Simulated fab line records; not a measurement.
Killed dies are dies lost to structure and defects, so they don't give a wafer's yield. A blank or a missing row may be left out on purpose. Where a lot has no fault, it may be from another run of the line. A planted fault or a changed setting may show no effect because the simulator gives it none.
Comparing a struck lot with a sound one || flow nandHarc || 14 out of 1159 route steps
Sound: the wafers L235.1, L235.3, L235.4. Wafers struck: L246.1, L246.2, L246.3. The cause comes at the end.
At each step with rows: each side's tool, then ch and its chambers, then its first start. Under that, the readings that differ: sound wafers || struck wafers || difference of the means || sigmas: that difference in standard deviations of wafers without a fault.
alike: words and numbers the same on both sides, and readings whose means are apart by under 2 such deviations; not compared: readings that were withheld, readings missing a value for some wafer, numbers with overlapping values and no deviation given by the record, and bounds like >300 which may hide the same value.
The two part at a step that has a row with sigmas, a row that says differs or no value, or rows on one side only. Numbers that don't overlap but have no deviation are shown without sigmas and don't part them. A reading missing from all wafers of one side parts the sides only when that side holds two or more wafers.

NHARC_A_M1_CD_MEAS_09: target cd 120 nm.
  sound on cdSem-01 ch 0, day 18 08:34; struck on cdSem-01 ch 0, day 20 16:20
  alike: cdNm
NHARC_A_M1_OVL_MEAS_10: pitch 240 nm.
  sound: overlay-01 at day 18 08:40; struck: overlay-02 at day 20 16:25
  alike: overlayXNm, overlayYNm
NHARC_A_M1_INSPECT_11:
  sound: defectInspect-01 at day 18 08:41; struck: defectInspect-02 at day 20 16:28
  alike: rawDefectCount
NHARC_A_M1_DESCUM_14: chemistry O2, time 3 s.
  sound on rieDiel-03 ch 0,2, day 18 08:45; struck on rieDiel-08 ch 1,2,3, day 20 16:32
  alike: drypumpMotorCurrentA, oesProductAu, rfVppV, showerheadPlenumPTorr, throttleValvePct
  not compared: rfHoursCounterH
NHARC_A_M1_ETCH_35: etches the open film in N2/H2, target depth 40 nm, overetch 12 nm, time 43.94 s.
  sound on rieDiel-03 ch 0,1,2, day 18 08:52; struck on rieDiel-08 ch 0,2,3, day 20 16:37
  alike: drypumpMotorCurrentA, oesProductAu, rfVppV, showerheadPlenumPTorr, throttleValvePct
  not compared: rfHoursCounterH
then, 1 step without rows for these wafers: NHARC_A_M1_ETCH_15 (etches the open film in C4F8/Ar, target depth 182.5 nm, time 91.2 s).
NHARC_A_M1_CD_MEAS_16:
  sound: cdSem-03 at day 18 09:06; struck: cdSem-03 at day 20 16:49
  alike: cdNm
NHARC_A_M1_STRIP_18: strips in N2/H2.
  sound on rieDiel-04 ch 0,1,2, day 18 09:11; struck on rieDiel-03 ch 0,1,2, day 20 16:54
{"reading": "rfHoursCounterH (h)", "sound": "3 3 3", "struck": "6 6 6", "difference": "+3", "sigmas": ""}
  alike: drypumpMotorCurrentA, oesProductAu, rfVppV, showerheadPlenumPTorr, throttleValvePct
then, 2 steps without rows for these wafers: NHARC_A_M1_ETCH_28 (etches the open film in CF4/N2, target depth 30 nm, time 72.99 s); NHARC_A_M1_STRIP_19 (strips in post etch residue remover, time 600 s).
NHARC_A_M1_DEGAS_29: time 60 s.
  sound: pvdSputter-02 at day 18 09:50; struck: pvdSputter-01 at day 20 17:36
  alike: heaterPowerW
NHARC_A_M1_PRE_CLEAN_30: time 30 s.
  sound on pvdSputter-02; struck on pvdSputter-01
  alike: heaterPowerW
NHARC_A_M1_PVD_20: deposits TaN, target thk 5 nm, time 8.06 s.
  sound: pvdSputter-02 at day 18 09:56; struck: pvdSputter-01 at day 20 17:43
  no value came back on the struck wafers for biasV (V), cathodeDcPowerW (W), throttleValvePct (%); on the sound wafers biasV (V) reads 170.8 167.4 166.3
then, 1 step without rows for these wafers: NHARC_A_M1_PVD_21 (deposits Cu, target thk 30 nm, time 20.49 s).

== WHERE THEY PART ==
Only at NHARC_A_M1_PVD_20, as far as this record shows.

WHY: whatever the simulator had introduced
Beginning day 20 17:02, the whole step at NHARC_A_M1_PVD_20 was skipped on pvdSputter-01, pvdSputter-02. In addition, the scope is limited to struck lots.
